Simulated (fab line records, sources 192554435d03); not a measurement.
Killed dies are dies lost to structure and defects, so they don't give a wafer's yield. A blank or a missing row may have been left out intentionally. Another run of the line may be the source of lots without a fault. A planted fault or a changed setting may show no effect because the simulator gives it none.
fab line records | flow n5Finfet
record: lots: 6 wafers: 18 lastDay: 17
route steps=1938 shown BEOL_M9@1454 PASSIVATION@1936
lots untouched by any fault: they come from a run of this same line in which no faults occurred
startH: start of the lot's first displayed wafer, in hours after the record's first day | waitH: how many hours have passed since the lot's step before this one | " same as the row above | L1.1+2: one row covering several wafers at once | - no value, or no start was given | * or withheld: withheld | < > ~ a bound
route shown NAME@n: NAME is a module with steps in the file, n the number in the route of the first one | usual: average and standard deviation across the fault-free wafers | same: alike in all rows | chamber/n: place in a boat | sites: each site's reading | _std_site: the standard deviation of these | _edge_site: inner sites' mean taken away from outer sites' mean | radiusMm: how far each site lies from the wafer's centre | mask NAME#n: copy n | behind: the tool/chamber that last shaped the wafer | hold: what put the lot on hold/how long, in hours/how the hold closed | device: the transistor (n, p or np) that didn't switch | end of line: the route-end tests of the same wafers | a step without rows: its recipe alone | killed: count of dies lost to structure and defects at first sort (not the wafer's yield) | map: per-die view of a wafer (x killed, . not killed, _ where there is no die)
set.NAME: the run value of the setting; set.NAME@STEP: its run value at that earlier step | model.NAME: the simulator's own value behind a step, which no gauge read
a table for each step, a row for each wafer; lots at some steps of the route
services: a tool's chamber out of use, with start hour (startH, from the record's first day; less than 0 if before it), hours out, and reason
== steps ==
step: N5_BEOL_M9_CD_MEAS_35
recipe: targetCdNm: 70 targetCdYNm: 40 polarity: opening
usual: cdNm: 70.0/0.53
columns lot.wafer tool chamber startH waitH cdNm
L286.1 cdSem-02 - 257.31 0.0 69.4
L286.4 " - " " 69.0
L286.5 " - " " 69.8
L289.1 cdSem-01 - 264.37 0.0 70.1
L289.2 " - " " 70.6
L289.4 " - " " 70.2
L295.1 cdSem-02 - 300.16 0.0 69.8
L295.2 " - " " 69.6
L295.4 " - " " 69.0
L296.4 cdSem-03 - 309.67 0.0 69.8
L296.5 " - " " 69.8
L296.6 " - " " 70.0
L302.1 cdSem-03 - 341.27 0.0 70.0
L302.4 " - " " 70.8
L302.5 " - " " 70.9
L300.2 cdSem-02 - 343.91 0.0 69.5
L300.4 " - " " 70.1
L300.6 " - " " 69.8
step: N5_BEOL_M9_CURE_72
recipe: tempC: 370 timeS: 120 ambient: DMADMS/He material: SiCOH_lowk
usual: lampPowerPct: 52.31/0.06 wafer_temp_C_max: 371.6/0.45
columns lot.wafer tool chamber startH waitH lampPowerPct wafer_temp_C_max
L286.1 uvCure-02 2 257.36 0.0 52.31 372.4
L286.4 " 2 " " 52.26 371.5
L286.5 " 2 " " 52.34 372.2
L289.1 uvCure-01 2 264.42 0.0 52.29 371.5
L289.2 " 2 " " 52.32 371.3
L289.4 " 2 " " 52.26 371.2
L295.1 uvCure-01 0 300.20 0.0 52.25 371.6
L295.2 " 0 " " 52.36 371.7
L295.4 " 0 " " 52.22 372.1
L296.4 uvCure-01 2 309.85 0.2 52.33 371.1
L296.5 " 2 " " 52.22 371.5
L296.6 " 2 " " 52.38 371.7
L302.1 uvCure-01 2 341.31 0.0 52.35 371.5
L302.4 " 2 " " 52.26 371.0
L302.5 " 2 " " 52.40 371.1
L300.2 uvCure-02 1 344.00 0.1 52.32 371.7
L300.4 " 1 " " 52.22 372.2
L300.6 " 1 " " 52.24 372.3
step: N5_BEOL_M9_DEGAS_44
recipe: ambient: vacuum tempC: 250 timeS: 60
step: N5_BEOL_M9_PRE_CLEAN_45
recipe: gas: H2/He timeS: 30 tempC: 250
usual: heaterPowerW: 338/30
columns lot.wafer tool chamber startH waitH heaterPowerW
L286.1 pvdSputter-02 - 258.27 0.0 324
L286.4 " - " " 406
L286.5 " - " " 358
L289.1 pvdSputter-03 - 264.81 0.0 339
L289.2 " - " " 353
L289.4 " - " " 343
L295.1 pvdSputter-03 - 300.90 0.0 330
L295.2 " - " " 342
L295.4 " - " " 367
L296.4 pvdSputter-03 - 310.06 0.0 347
L296.5 " - " " 351
L296.6 " - " " 339
L302.1 pvdSputter-01 - 341.72 0.0 316
L302.4 " - " " 366
L302.5 " - " " 321
L300.2 pvdSputter-02 - 344.33 0.0 311
L300.4 " - " " 419
L300.6 " - " " 326
step: N5_BEOL_M9_ALD_74
recipe: material: TaN targetThkA: 20 tempC: 275 aldPrecursorFamily: PDMAT aldCoReactant: NH3 pressureTorr: 3 carrierFlowSccm: 1500 pulseTimeS: 2 purgeTimeS: 3 coReactantPurgeTimeS: 2 coReactantPulseTimeS: 3 aldCycles: 40 precursorVesselTempC: 75 precursorVesselPressureTorr: 26.25 precursorVesselCarrierSccm: 1000
step: N5_BEOL_M9_SURFACE_TREAT_79
recipe: gas: Ar timeS: * ionEnergyEv: * ionCurrentMaCm2: 0.5 pressureMtorr: * arFlowSccm: 30
usual: throttleValvePct: *
columns lot.wafer tool chamber startH waitH throttleValvePct
L286.1 pvdSputter-02 - 258.89 0.4 *
L286.4 " - " " *
L286.5 " - " " *
L289.1 pvdSputter-01 - 265.21 0.2 *
L289.2 " - " " *
L289.4 " - " " *
L295.1 pvdSputter-03 - 301.34 0.2 *
L295.2 " - " " *
L295.4 " - " " *
L296.4 pvdSputter-03 - 310.42 0.2 *
L296.5 " - " " *
L296.6 " - " " *
L302.1 pvdSputter-01 - 342.18 0.3 *
L302.4 " - " " *
L302.5 " - " " *
L300.2 pvdSputter-03 - 344.77 0.2 *
L300.4 " - " " *
L300.6 " - " " *
step: N5_BEOL_M9_CVD_78
recipe: material: Co targetThkA: 20 tempC: withheld precursor: CCTBA/H2 pressureTorr: 30 timeS: 138.9
step: N5_BEOL_M9_SPUTTER_48
recipe: material: Cu targetThkA: 120 tempC: -20 biasV: 60 powerW: 26000 chamberPressurePa: 0.13 timeS: 2
step: N5_BEOL_M9_ECD_50
recipe: material: Cu targetThkA: 3180
step: N5_BEOL_M9_ANNEAL_51
recipe: tempC: 225 timeS: 90 ambient: N2
usual: wafer_temp_C_max: 226.5/0.32
columns lot.wafer tool chamber startH waitH wafer_temp_C_max
L286.1 rtpAnneal-02 0 260.03 0.1 226.5
L286.4 " 0 " " 226.7
L286.5 " 0 " " 226.5
L289.1 rtpAnneal-02 0 266.05 0.5 226.5
L289.2 " 0 " " 226.6
L289.4 " 0 " " 226.0
L295.1 rtpAnneal-01 0 301.78 0.1 226.0
L295.2 " 0 " " 225.9
L295.4 " 0 " " 226.3
L296.4 rtpAnneal-01 0 311.22 0.2 226.2
L296.5 " 0 " " 226.5
L296.6 " 0 " " 226.5
L302.1 rtpAnneal-02 0 343.71 0.9 226.3
L302.4 " 0 " " 227.3
L302.5 " 0 " " 226.8
L300.2 rtpAnneal-02 0 345.32 0.2 226.6
L300.4 " 0 " " 226.4
L300.6 " 0 " " 226.4
step: N5_BEOL_M9_CMP_52
recipe: stopOn: SiCOH_lowk tOverpolishS: 7 downForcePsi: 1 platenRpm: 50 clearingPlatenDownForcePsi: 1.5 clearingPlatenRpm: 50 postCmpClean: cuAlkaline targetThkNm: 140 clearingPlatenPadVelocityMS: 0.99484 padVelocityMS: 0.99484
step: N5_BEOL_M9_THK_MEAS_53
recipe: thkMeasGauge: xrf reads: Cu_of_BEOL_M9_ECD_50
usual: M9_THK: 142/3.2
columns lot.wafer tool chamber startH waitH M9_THK[nm]
L286.1 filmMetro-01 - 260.63 - 142
L286.4 " - " " 139
L286.5 " - " " 138
L289.1 filmMetro-02 - 266.64 - 144
L289.2 " - " " 149
L289.4 " - " " 143
L295.1 filmMetro-01 - 302.37 - 138
L295.2 " - " " 138
L295.4 " - " " 137
L296.4 filmMetro-01 - 311.68 - 146
L296.5 " - " " 140
L296.6 " - " " 138
L302.1 filmMetro-02 - 344.30 - 137
L302.4 " - " " 138
L302.5 " - " " 139
L300.2 filmMetro-02 - 345.88 - 145
L300.4 " - " " 136
L300.6 " - " " 144
step: N5_BEOL_M9_PRE_CLEAN_55
recipe: gas: NH3 timeS: 15 tempC: withheld rfPowerW: 300
usual: rfFwdPowerW: 294.7/1.7
columns lot.wafer tool chamber startH waitH rfFwdPowerW
L286.1 pecvd-03 0 260.66 0.0 294.7
L286.4 " 1 " " 296.3
L286.5 " 0 " " 295.3
L289.1 pecvd-04 0 266.68 0.0 295.6
L289.2 " 2 " " 291.7
L289.4 " 0 " " 296.0
L295.1 pecvd-04 0 302.41 0.0 235.3
L295.2 " 2 " " 231.9
L295.4 " 1 " " 231.5
L296.4 pecvd-04 0 311.73 0.0 236.8
L296.5 " 1 " " 231.2
L296.6 " 2 " " 233.9
L302.1 pecvd-03 2 344.34 0.0 294.4
L302.4 " 0 " " 295.1
L302.5 " 2 " " 295.0
L300.2 pecvd-01 1 345.91 0.0 297.0
L300.4 " 2 " " 295.4
L300.6 " 0 " " 295.8
step: N5_BEOL_M9_DEP_56
recipe: material: SiCN targetThkA: 150 tempC: withheld precursor: 3MS/NH3 pressureTorr: 3 rfW: 202 timeS: 26.5
usual: showerheadPlenumPTorr: 3.664/0.014 throttleValvePct: 8.86/0.28
columns lot.wafer tool chamber startH waitH showerheadPlenumPTorr throttleValvePct
L286.1 pecvd-03 0 260.69 0.0 3.679 9.27
L286.4 " 1 " " 3.668 8.89
L286.5 " 0 " " 3.683 9.37
L289.1 pecvd-04 0 266.70 0.0 3.670 8.96
L289.2 " 2 " " 3.647 8.30
L289.4 " 0 " " 3.672 9.02
L295.1 pecvd-04 0 302.43 0.0 3.671 9.00
L295.2 " 2 " " 3.650 8.50
L295.4 " 1 " " 3.681 8.68
L296.4 pecvd-04 0 311.76 0.0 3.673 9.07
L296.5 " 1 " " 3.666 8.61
L296.6 " 2 " " 3.647 8.62
L302.1 pecvd-03 2 344.38 0.0 3.663 8.52
L302.4 " 0 " " 3.687 9.44
L302.5 " 2 " " 3.647 8.82
L300.2 pecvd-01 1 345.94 0.0 3.679 8.69
L300.4 " 2 " " 3.653 8.89
L300.6 " 0 " " 3.667 9.49
step: N5_PASSIVATION_PROBE_49
usual: defectLimitedYield: 91.3/1.4 killed_at_M0_to_M3: 36/11 killed_at_M4_up: 13/5.2 killedAtContacts: 13/6.5 killedAtFrontEnd: 37/11 killedAtOther: 3.6/2.9 killedDies: 103/17 killedOnRim: 13/3.6 killedOpen: 68/12 killedShort: 33/7.3 sort_bin_4_leakage: 0.01/0.039 sort_bin_5_function: 5.2/0.91 sort_bin_6_memory: 3.2/0.67 sortNPass: 1077/17 sortYieldPct: 91.3/1.4
same: grossDies: 1180 killedAtBackSide: 0 sort_bin_8_speed[%]: 0
columns lot.wafer tool chamber startH waitH defectLimitedYield[%] killed_at_M0_to_M3 killed_at_M4_up killedAtContacts killedAtFrontEnd killedAtOther killedDies killedOnRim killedOpen killedShort sort_bin_4_leakage[%] sort_bin_5_function[%] sort_bin_6_memory[%] sortNPass sortYieldPct[%]
L286.1 prober-01 - 320.31 0.0 89.8 46 18 9 37 10 120 21 83 29 0 5.8 3.3 1060 89.8
L286.4 prober-01 - 320.46 0.2 90.3 52 10 12 39 1 114 18 76 38 0 5.0 4.3 1066 90.3
L286.5 prober-01 - 320.51 0.2 88.7 64 15 6 44 4 133 18 95 38 0 6.9 3.8 1047 88.7
L289.1 prober-01 - 322.39 0.1 91.2 36 14 21 32 1 104 12 64 40 0 5.0 3.7 1076 91.2
L289.2 prober-01 - 322.44 0.2 91.9 32 10 17 36 1 96 16 72 23 0 4.2 3.7 1084 91.9
L289.4 prober-01 - 322.54 0.3 91.7 26 11 26 32 3 98 13 73 25 0 4.9 2.7 1082 91.7
L295.1 prober-01 - 367.10 0.0 91.5 26 28 6 35 5 100 16 57 41 0 5.1 3.1 1080 91.5
L295.2 prober-01 - 367.15 0.1 94.2 11 14 13 31 0 69 4 38 29 0 3.9 1.6 1111 94.2
L295.4 prober-01 - 367.25 0.2 90.5 36 19 22 31 4 112 10 74 37 0 6.6 2.6 1068 90.5
L296.4 prober-02 - 367.27 0.2 90.4 32 22 10 39 10 113 9 77 35 0 5.7 3.5 1067 90.4
L296.5 prober-02 - 367.32 0.2 92.2 27 17 15 23 10 92 9 66 23 0 5.2 2.5 1088 92.2
L296.6 prober-02 - 367.37 0.3 90.8 31 21 16 38 2 108 14 79 29 0 5.2 3.6 1072 90.8
L302.1 prober-01 - 400.06 0.0 91.4 34 19 6 40 3 102 14 68 28 0.17 5.4 2.7 1076 91.2
L302.4 prober-01 - 400.21 0.2 93.7 36 6 5 23 4 74 15 53 20 0 3.1 3.0 1106 93.7
L302.5 prober-01 - 400.26 0.2 93.2 24 14 6 31 5 80 11 50 27 0.08 3.6 3.0 1099 93.1
L300.2 prober-02 - 404.36 0.1 92.7 47 9 11 19 0 86 12 54 30 0 4.1 3.0 1094 92.7
L300.4 prober-02 - 404.46 0.2 91.1 42 14 17 28 4 105 14 68 36 0 5.1 3.4 1075 91.1
L300.6 prober-02 - 404.56 0.3 92.4 36 10 14 27 3 90 10 63 26 0 4.5 2.9 1090 92.4
killed by level:class
L286.1 BEOL_M2:geometricParticle:open=14 BEOL_M3:geometricParticle:open=13 BEOL_M4:geometricParticle:open=10 HKMG_FIN:areaEtch=8 STI_FIN_REVEAL:geometricParticle:open=7 FIN_SAQP:geometricParticle:open=6 FIN_SAQP:geometricParticle:short=6 BEOL_M0_SAQP:geometricParticle:open=6
L286.4 BEOL_M0_SAQP:geometricParticle:open=14 BEOL_M2:geometricParticle:open=13 BEOL_M0_SAQP:geometricParticle:short=12 FIN_SAQP:geometricParticle:open=10 MOL_CONTACT_COAG:geometricParticle:open=10 FIN_SAQP:geometricParticle:short=7 BEOL_M4:geometricParticle:open=6 BEOL_M3:geometricParticle:open=5
L286.5 BEOL_M2:geometricParticle:open=20 STI_FIN_REVEAL:geometricParticle:open=17 BEOL_M3:geometricParticle:open=13 BEOL_M0_SAQP:geometricParticle:open=9 FIN_SAQP:geometricParticle:open=8 BEOL_M0_SAQP:geometricParticle:short=8 FIN_SAQP:geometricParticle:short=7 BEOL_M1:geometricParticle:open=5
L289.1 BEOL_M1:geometricParticle:open=14 MOL_CONTACT_COAG:geometricParticle:open=11 MOL_CONTACT_COAG:geometricParticle:short=10 DUMMY_GATE:geometricParticle:open=8 BEOL_M3:geometricParticle:open=5 BEOL_M0_SAQP:geometricParticle:short=5 BEOL_M4:geometricParticle:short=5 BEOL_M4:geometricParticle:open=5
L289.2 MOL_CONTACT_COAG:geometricParticle:open=17 FIN_SAQP:geometricParticle:open=10 BEOL_M0_SAQP:geometricParticle:open=8 STI_FIN_REVEAL:geometricParticle:open=7 BEOL_M0_SAQP:geometricParticle:short=7 DUMMY_GATE:geometricParticle:open=5 BEOL_M4:geometricParticle:open=5 GATE_CUT:geometricParticle:open=4
L289.4 MOL_CONTACT_COAG:geometricParticle:open=21 BEOL_M0_SAQP:geometricParticle:open=8 BEOL_M4:geometricParticle:open=8 STI_FIN_REVEAL:geometricParticle:open=7 DUMMY_GATE:geometricParticle:open=6 MOL_CONTACT_COAG:geometricParticle:short=5 FIN_SAQP:geometricParticle:open=4 FIN_SAQP:geometricParticle:short=4
L295.1 BEOL_M4:geometricParticle:open=19 FIN_SAQP:geometricParticle:short=8 BEOL_M0_SAQP:geometricParticle:short=8 ILD0:geometricParticle:short=7 FIN_SAQP:geometricParticle:open=6 MOL_CONTACT_COAG:geometricParticle:open=6 BEOL_M0_SAQP:geometricParticle:open=6 STARTING-WAFER:geometricParticle:short=5
L295.2 MOL_CONTACT_COAG:geometricParticle:open=11 ILD0:geometricParticle:short=8 BEOL_M4:geometricParticle:open=8 FIN_SAQP:geometricParticle:short=7 FIN_SAQP:geometricParticle:open=4 STI_FIN_REVEAL:geometricParticle:open=4 BEOL_M0_SAQP:geometricParticle:short=3 FIN_CUT:geometricParticle:short=2
L295.4 MOL_CONTACT_COAG:geometricParticle:open=16 BEOL_M4:geometricParticle:open=11 BEOL_M0_SAQP:geometricParticle:open=8 BEOL_M2:geometricParticle:open=8 BEOL_M0_SAQP:geometricParticle:short=7 BEOL_M1:geometricParticle:open=7 ILD0:geometricParticle:open=6 MOL_CONTACT_COAG:geometricParticle:short=6
L296.4 FIN_SAQP:geometricParticle:open=12 FIN_SAQP:geometricParticle:short=7 MOL_CONTACT_COAG:geometricParticle:open=7 BEOL_M1:geometricParticle:open=7 BEOL_M5:geometricParticle:open=7 BEOL_M0_SAQP:geometricParticle:open=5 BEOL_M2:geometricParticle:open=5 BEOL_M4:geometricParticle:open=5
L296.5 MOL_CONTACT_COAG:geometricParticle:open=12 BEOL_M1:geometricParticle:open=9 BEOL_M0_SAQP:geometricParticle:open=6 BEOL_M4:geometricParticle:open=6 BEOL_M2:geometricParticle:open=5 DUMMY_GATE:geometricParticle:open=4 BEOL_M5:geometricParticle:open=4 FIN_SAQP:geometricParticle:open=3
L296.6 MOL_CONTACT_COAG:geometricParticle:open=12 FIN_SAQP:geometricParticle:open=10 BEOL_M0_SAQP:geometricParticle:open=7 DUMMY_GATE:geometricParticle:open=7 BEOL_M0_SAQP:geometricParticle:short=7 BEOL_M1:geometricParticle:open=7 STI_FIN_REVEAL:geometricParticle:open=6 BEOL_M4:geometricParticle:open=6
L302.1 BEOL_M3:geometricParticle:open=12 BEOL_M4:geometricParticle:open=8 FIN_SAQP:geometricParticle:open=7 STI_FIN_REVEAL:geometricParticle:open=7 ILD0:geometricParticle:open=6 FIN_SAQP:geometricParticle:short=4 ILD0:geometricParticle:short=4 MOL_CONTACT_COAG:geometricParticle:open=4
L302.4 BEOL_M1:geometricParticle:open=10 BEOL_M3:geometricParticle:open=8 FIN_SAQP:geometricParticle:open=7 BEOL_M2:geometricParticle:open=7 FIN_SAQP:geometricParticle:short=5 MOL_CONTACT_COAG:geometricParticle:open=4 BEOL_M0_SAQP:geometricParticle:open=3 STARTING-WAFER:geometricParticle:open=3
L302.5 BEOL_M4:geometricParticle:open=10 BEOL_M0_SAQP:geometricParticle:short=7 BEOL_M0_SAQP:geometricParticle:open=6 FIN_SAQP:geometricParticle:open=5 STI_FIN_REVEAL:geometricParticle:open=5 MOL_CONTACT_COAG:geometricParticle:short=4 FIN_SAQP:geometricParticle:short=3 FIN_CUT:geometricParticle:open=3
L300.2 BEOL_M1:geometricParticle:open=11 MOL_CONTACT_COAG:geometricParticle:open=10 BEOL_M0_SAQP:geometricParticle:open=9 BEOL_M1:geometricParticle:short=7 BEOL_M2:geometricParticle:open=6 BEOL_M3:geometricParticle:open=6 FIN_SAQP:geometricParticle:short=5 BEOL_M0_SAQP:geometricParticle:short=5
L300.4 MOL_CONTACT_COAG:geometricParticle:open=15 BEOL_M0_SAQP:geometricParticle:open=14 FIN_SAQP:geometricParticle:open=10 BEOL_M0_SAQP:geometricParticle:short=7 BEOL_M1:geometricParticle:open=6 FIN_SAQP:geometricParticle:short=5 BEOL_M2:geometricParticle:open=5 GATE_CUT:geometricParticle:short=4
L300.6 MOL_CONTACT_COAG:geometricParticle:open=14 BEOL_M2:geometricParticle:open=10 FIN_SAQP:geometricParticle:short=7 BEOL_M0_SAQP:geometricParticle:open=7 BEOL_M0_SAQP:geometricParticle:short=7 BEOL_M1:geometricParticle:open=6 FIN_SAQP:geometricParticle:open=4 STI_FIN_REVEAL:geometricParticle:open=4
== services ==
columns tool chamber startH hours kind
pvdSputter-02 - 239.55 2.6 repair
pecvd-01 - 261.97 1.2 repair
rtpAnneal-01 - 262.45 4.9 pm
uvCure-02 - 263.93 0.6 repair
pecvd-04 1 274.60 19.2 repair
pecvd-03 1 283.41 2.1 scheduledDown
uvCure-02 - 296.25 4.3 repair
pvdSputter-01 - 306.96 5.3 repair
uvCure-02 - 311.98 7.5 pm
pecvd-04 - 312.91 0.8 repair
pecvd-01 0 319.29 2.1 scheduledDown
pecvd-03 1 341.80 5.4 repair
== key ==
firstSign: step: N5_BEOL_M9_PRE_CLEAN_55 reading: rfFwdPowerW direction: down sigmas: 37 usual: * struck: *
effect none on later readings
metAt N5_BEOL_M9_PRE_CLEAN_55
struckWafers L295.1,L295.2,L295.4,L296.4,L296.5,L296.6
onsetBetween 266.68 302.41
fault: kind: processParameterDrift tool: pecvd-04 chamber: - onsetH: 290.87 steps: N5_BEOL_M9_PRE_CLEAN_55 channel: rfPowerW offset: * shape: step endH: 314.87 actsIn: * stated: *
